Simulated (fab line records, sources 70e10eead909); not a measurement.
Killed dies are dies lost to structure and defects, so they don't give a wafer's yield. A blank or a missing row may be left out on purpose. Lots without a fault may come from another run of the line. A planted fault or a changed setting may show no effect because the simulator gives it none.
Problem report in the 8D (eight disciplines) form, filled by code | flow nand_harc | the parts of the form that need people (team, actions taken, sign-off) are left out

1. THE PROBLEM
killed_at_array at NHARC_END_SORT_01 reads a mean of 586 on 2 wafers of 2 lots; wafers without a fault read 31 with a standard deviation of 12. That is +46 standard deviations from the usual mean.
First seen on wafer L472.6, day 23 17:30, on prober-02. The record holds 5 wafers of 2 lots with a number at this step. Rule for "out", or "out of limits": more than 4 standard deviations from the usual mean. The other wafers with a number count as sound.

2. WHAT IT IS AND WHAT IT IS NOT
question                    | is                           | is not
which readings at this step | killed_at_array, killed_dies | killed_at_other, killed_at_periphery, killed_open, killed_short
which lots                  | L472, L477                   | -
which wafers of those lots  | L472.6, L477.6               | L472.1, L477.1, L477.5
read on which gauges        | prober-02                    | -
when                        | from day 23 17:30            | up to then (1 sound wafer); but 2 sound wafers of L477 came after

3. SUSPECTS, AND WHAT RULES EACH OUT
Counting: a tool at a process step up to the reading stays a suspect if it ran every lot that is out. Sound lots after the first of them don't rule it out here, since some wafers of a struck lot are sound.
- the gauge at NHARC_END_SORT_01: ruled out. All the wafers that are out were read on prober-02, but those of them that NHARC_A_STAIRCASE_ETCH_227 has rows for are out there too, on other tools.
- plasma_asher-01 at NHARC_A_STAIRCASE_STRIP_205 (strips in O2): kept. It ran every lot that is out, first L472 (day 14 22:00).
- rie_diel-13 at NHARC_A_STAIRCASE_DESCUM_219 (chemistry O2, time 3 s): kept. It ran every lot that is out, first L472 (day 14 23:30).
- rie_diel-13 at NHARC_A_STAIRCASE_ETCH_223 (etches the open film in C4F8/O2, target depth 100 nm, time 40.5 s): kept. It ran every lot that is out, first L472 (day 15 00:31). NHARC_A_STAIRCASE_ETCH_223 gives no start for some lots, so the hours and the order of its lots are those of NHARC_A_STAIRCASE_ETCH_227.
- rie_diel-13 at NHARC_A_STAIRCASE_ETCH_227 (etches the open film in C4F8/O2, target depth 100 nm, time 40.5 s): kept. It ran every lot that is out, first L472 (day 15 00:31). Its own readings are out on those wafers: oes_product_au.
- Within rie_diel-13 at NHARC_A_STAIRCASE_ETCH_223: the wafers that are out ran in chambers 1, 2; their sound lot-mates ran in chambers 0, 3.
Left after counting: plasma_asher-01 at NHARC_A_STAIRCASE_STRIP_205, rie_diel-13 at NHARC_A_STAIRCASE_DESCUM_219, rie_diel-13 at NHARC_A_STAIRCASE_ETCH_223, rie_diel-13 at NHARC_A_STAIRCASE_ETCH_227.

4. THE CAUSE (what the simulator had put in)
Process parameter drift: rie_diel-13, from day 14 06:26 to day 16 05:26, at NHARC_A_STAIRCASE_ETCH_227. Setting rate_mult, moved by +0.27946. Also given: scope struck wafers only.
Counting left 4 suspects, and this tool is among them.

5. THE CHAIN OF EFFECTS, in route order
Each row: a reading whose mean over the struck wafers that have a number lies more than 3 standard deviations from the usual. Only readings for which the record gives a usual standard deviation are gone through. hours: the time from each lot's start at the first step in this table that gives one to its start at this step, as a median over the lots. sigmas: the change in usual standard deviations.
hours | step                       | reading         | usual      | on struck wafers | change | sigmas
0     | NHARC_A_STAIRCASE_ETCH_227 | oes_product_au  | 0.941 a.u. | 1.102            | +0.161 | +18
207   | NHARC_END_SORT_01          | killed_at_array | 31         | 586              | +554   | +46
207   | NHARC_END_SORT_01          | killed_dies     | 35         | 590              | +554   | +46
The process steps in it:
- NHARC_A_STAIRCASE_ETCH_227: etches the open film in C4F8/O2, target depth 100 nm, time 40.5 s.

6. WHAT WOULD HAVE CAUGHT IT SOONER
In this record the first reading out of limits at a measuring or inspecting step was taken at day 23 17:30, 227 hours after the fault began at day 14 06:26.
The tool's own readings at NHARC_A_STAIRCASE_ETCH_227 were out on every struck wafer that the step has a row for (oes_product_au): an alarm limit on them would have fired on the first of those.
All the lots that are out (2) had begun NHARC_A_STAIRCASE_ETCH_227 on rie_diel-13 by day 23 17:30. A hold on the tool at that time would have spared none of them.
